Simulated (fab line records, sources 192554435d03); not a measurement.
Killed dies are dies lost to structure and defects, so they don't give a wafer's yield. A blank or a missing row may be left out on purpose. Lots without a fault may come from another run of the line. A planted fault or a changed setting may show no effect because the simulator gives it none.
One fault seen from 2 desks | flow n5_finfet | each desk has only its own numbers; what lay behind them comes last

THE METROLOGY DESK
What the gauges read, lot by lot, whatever tool the lot ran on: means of the sampled wafers that have a number. A lot is out of limits, marked OUT, if its mean lies more than 4 standard deviations from the usual mean; the brackets give that distance.
Columns: A = NDIPOLE_OVL at N5_HKMG_FIN_OVL_MEAS_50, usual -0.1 nm
lot  | first seen here | A
L489 | day 3 23:15     | 0.1
L490 | day 4 07:27     | 0.4
L491 | day 4 13:10     | -1.0
L492 | day 4 17:34     | -0.1
L493 | day 5 01:16     | -1.6
L494 | day 5 08:20     | -0.2
L497 | day 6 02:02     | 1.1
L506 | day 8 04:15     | -0.9
L507 | day 8 11:24     | 0.1
L509 | day 9 00:25     | -0.6
L510 | day 9 03:55     | -0.7
L511 | day 9 16:25     | 0.1
This desk's finding: nothing out of limits on any of the 12 lots.

THE TOOL OWNER'S DESK: litho_track-02
The tool's own readings at N5_HKMG_FIN_PEB_47 (peb time 60 s): means of the sampled wafers that have a number, for each lot that ran on this tool. A lot is out of limits, marked OUT, if its mean lies more than 4 standard deviations from the usual mean; the brackets give that distance.
Columns: A = chill_plate_temp_C at N5_HKMG_FIN_PEB_47, usual 22.98 C; B = exhaust_pa at N5_HKMG_FIN_PEB_47, usual 45.1 Pa
lot  | first seen here | A     | B
L490 | day 4 07:21     | 22.95 | 46.2
L494 | day 5 08:14     | 22.85 | 44.9
L507 | day 8 11:19     | 22.98 | 45.3
L511 | day 9 16:19     | 22.85 | 44.1
This desk's finding: nothing out of limits on any of the 4 lots.

PUT TOGETHER
The metrology desk saw nothing out of limits.
The tool owner's desk saw nothing out of limits.

WHAT THE SIMULATOR HAD PUT IN
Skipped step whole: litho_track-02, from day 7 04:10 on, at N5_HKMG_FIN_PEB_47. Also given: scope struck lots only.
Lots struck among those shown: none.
